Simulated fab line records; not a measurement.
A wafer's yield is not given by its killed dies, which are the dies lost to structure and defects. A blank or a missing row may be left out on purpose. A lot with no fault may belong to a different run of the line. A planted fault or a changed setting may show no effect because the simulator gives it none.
A lot that was struck, set against a sound lot	flow nand-harc	13 steps out of a route of 1302
Sound: these wafers, L661.2, L661.4, L661.5. Wafers L671.1, L671.2, L671.4 were the ones struck. At the end, the cause is stated.
Per side, at each step with rows, come the tool, then ch with its chambers, and then its first start. Under that, the readings that differ: sound wafers	struck wafers	difference of the means	sigmas: that difference in standard deviations of wafers without a fault.
alike: readings with means less than 2 such deviations apart, plus words and numbers identical on both sides. not compared: withheld readings, readings lacking a value on some wafer, bounds such as >300 that could conceal the same value, and numbers that have no deviation in the record and whose values overlap.
A row with sigmas, a row that says differs or no value, or rows on one side alone: a step with any of these is where the two part. Numbers that don't overlap but have no deviation are shown without sigmas and don't part them. A reading missing from all wafers of one side parts the sides only when that side holds two or more wafers.

NHARC_A_STAIRCASE_STRIP_475: strips in O2, time 20 s.
  sound on rie-diel-03 ch 0,2; struck on rie-diel-13 ch 1,2,3
reading	sound	struck	difference	sigmas
drypump-motor-current-A (A)	5.0 6.0 5.0	6.0 6.6 6.4	+1.0	+2
  alike: chamber-pressure-mTorr, mfc-ar-sccm, oes-product-au, rf-vpp-V, showerhead-plenum-p-Torr, throttle-valve-pct
  not compared: rf-hours-counter-h
NHARC_A_STAIRCASE_DEP_471: deposits SiO2, target thk 100 nm.
  sound on pecvd-04 ch 1,2, day 22 07:06; struck on pecvd-04 ch 1,2, day 26 04:59
  alike: heater-power-w, throttle-valve-pct
NHARC_A_STAIRCASE_CMP_472: polishes SiO2.
  sound on cmp-04 ch 0,2, day 22 07:24; struck on cmp-04 ch 1,2,3, day 26 05:15
  alike: motor-current-A
next, for these wafers, 1 step has no rows: NHARC_A_STAIRCASE_SRD_474.
NHARC_A_STAIRCASE_INSPECT_155:
  sound on defect-inspect-02, day 22 07:43; struck on defect-inspect-02, day 26 05:35
reading	sound	struck	difference	sigmas
raw-defect-count	506 760 840	433 287 328	-353	-3
NHARC_A_SGD_CUT_DEP_00: deposits SiNx, target thk 50 nm.
  sound on pecvd-04 ch 0,1,2, day 22 07:50; struck on pecvd-02 ch 1,2, day 26 05:40
  alike: heater-power-w
then, 5 steps without rows for these wafers: NHARC_A_SGD_CUT_DEHYDRATE_01 (time 120 s); NHARC_A_SGD_CUT_HMDS_02 (time 30 s); NHARC_A_SGD_CUT_COAT_56 (time 75 s); NHARC_A_SGD_CUT_COAT_57 (time 65 s); NHARC_A_SGD_CUT_COAT_03 (resist thk 90 nm).
NHARC_A_SGD_CUT_SOFTBAKE_04: time 55 s.
  sound on litho-track-06 ch 0, day 22 08:00; struck on litho-track-01 ch 0, day 26 06:00
reading	sound	struck	difference	sigmas
heater-power-total-W (W)	188.39 188.31 188.36	185.21 185.20 185.27	-3.13	-24
next, for these wafers, 1 step has no rows: NHARC_A_SGD_CUT_EBR_05.

== WHERE THEY PART ==
First at NHARC_A_STAIRCASE_STRIP_475; last, within this record, at NHARC_A_SGD_CUT_SOFTBAKE_04.

WHY: what had been put in by the simulator
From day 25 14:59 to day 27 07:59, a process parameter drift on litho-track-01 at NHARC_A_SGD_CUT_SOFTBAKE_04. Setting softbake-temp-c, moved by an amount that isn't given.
